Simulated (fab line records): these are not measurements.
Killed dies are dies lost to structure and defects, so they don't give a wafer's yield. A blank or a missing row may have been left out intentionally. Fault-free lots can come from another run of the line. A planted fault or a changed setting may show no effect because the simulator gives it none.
The same fault as seen by 2 desks + flow n5_finfet + what lay behind the numbers comes last; until then each desk has only its own

## TOOL OWNER'S DESK, rie_diel-04
The tool's own readings at N5_BEOL_M2_VIA_ETCH_34 (etches the open film in C4F6/O2, target depth 69.4 nm, time 65.9 s): means of the sampled wafers that have a number, for each lot that ran on this tool. The brackets show how far a lot's mean lies from the usual mean; more than 4 standard deviations puts the lot out of limits, marked OUT.
Columns: A = chamber_pressure_mTorr at N5_BEOL_M2_VIA_ETCH_34, usual 15.000 mTorr; B = drypump_motor_current_A at N5_BEOL_M2_VIA_ETCH_34, usual 5.7 A; C = oes_product_au at N5_BEOL_M2_VIA_ETCH_34, usual 0.81 a.u.; D = rf_vpp_V at N5_BEOL_M2_VIA_ETCH_34, usual 663 V; E = run_length_s at N5_BEOL_M2_VIA_ETCH_34, usual 89.1 s; F = showerhead_plenum_p_Torr at N5_BEOL_M2_VIA_ETCH_34, usual 2.90 Torr; G = throttle_valve_pct at N5_BEOL_M2_VIA_ETCH_34, usual 30.7 %
| lot  | first seen here | A      | B   | C    | D   | E               | F    | G    |
|------|-----------------|--------|-----|------|-----|-----------------|------|------|
| L436 | day 7 07:58     | 15.001 | 5.1 | 0.69 | 647 | 88.4            | 2.92 | 31.1 |
| L448 | day 10 01:13    | 14.994 | 5.1 | 0.76 | 665 | 86.4 (-5.6) OUT | 2.87 | 31.1 |
| L447 | day 10 04:05    | 15.006 | 5.5 | 0.84 | 653 | 86.5 (-5.3) OUT | 2.83 | 30.8 |
| L449 | day 10 08:50    | 15.004 | 5.2 | 0.76 | 652 | 83.7 (-11) OUT  | 2.88 | 31.0 |
This desk finds L447, L448, L449 out of limits, L448 being first, at day 10 01:13 (run_length_s at N5_BEOL_M2_VIA_ETCH_34). In limits: L436.

## METROLOGY DESK
What the gauges read for every lot (on any tool): the sampled wafers with a number, averaged. The brackets show how far a lot's mean lies from the usual mean; more than 4 standard deviations puts the lot out of limits, marked OUT. Of its 10 readings 7 are shown: those that lie furthest out on some lot.
Columns: A = DIBL_N at N5_BEOL_M4_RC_MEAS_101, usual 37.5 mV/V; B = DIBL_P at N5_BEOL_M4_RC_MEAS_101, usual 37.5 mV/V; C = IOFF_N at N5_BEOL_M4_RC_MEAS_101, usual 0.18 nA/um; D = IOFF_P at N5_BEOL_M4_RC_MEAS_101, usual 0.24 nA/um; E = SS_P at N5_BEOL_M4_RC_MEAS_101, usual 73.6 mV/dec; F = VT_N at N5_BEOL_M4_RC_MEAS_101, usual 249 mV; G = VT_P at N5_BEOL_M4_RC_MEAS_101, usual -249 mV
| lot  | first seen here | A    | B    | C    | D    | E    | F   | G    |
|------|-----------------|------|------|------|------|------|-----|------|
| L436 | day 8 05:52     | 33.7 | 33.5 | 0.12 | 0.17 | 72.7 | 255 | -255 |
| L448 | day 11 04:43    | 36.0 | 35.7 | 0.17 | 0.23 | 73.4 | 249 | -248 |
| L447 | day 11 07:40    | 37.8 | 37.8 | 0.19 | 0.23 | 73.8 | 250 | -252 |
| L449 | day 11 08:31    | 38.3 | 38.1 | 0.19 | 0.25 | 73.9 | 247 | -248 |
| L450 | day 11 13:23    | 37.4 | 36.8 | 0.16 | 0.21 | 72.9 | 251 | -250 |
Result from this desk: across the 5 lots, nothing is out of limits.

## ALL TOGETHER
An alarm could have come from the tool owner's desk at day 10 01:13, on L447, L448, L449.
From the metrology desk's view, nothing was out of limits.
The metrology desk holds a record of L447, L448, L449, inside its limits.
N5_BEOL_M2_VIA_ETCH_34 was run on rie_diel-04 by each of the lots named.

## WHAT THE SIMULATOR PUT IN
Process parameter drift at N5_BEOL_M2_VIA_ETCH_34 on rie_diel-04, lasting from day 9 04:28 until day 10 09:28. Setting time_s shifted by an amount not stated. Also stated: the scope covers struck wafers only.
Struck lots among those shown: L447, L448, L449.
Each desk's first reading out of limits, in hours after the fault started: the tool owner's desk, 21.
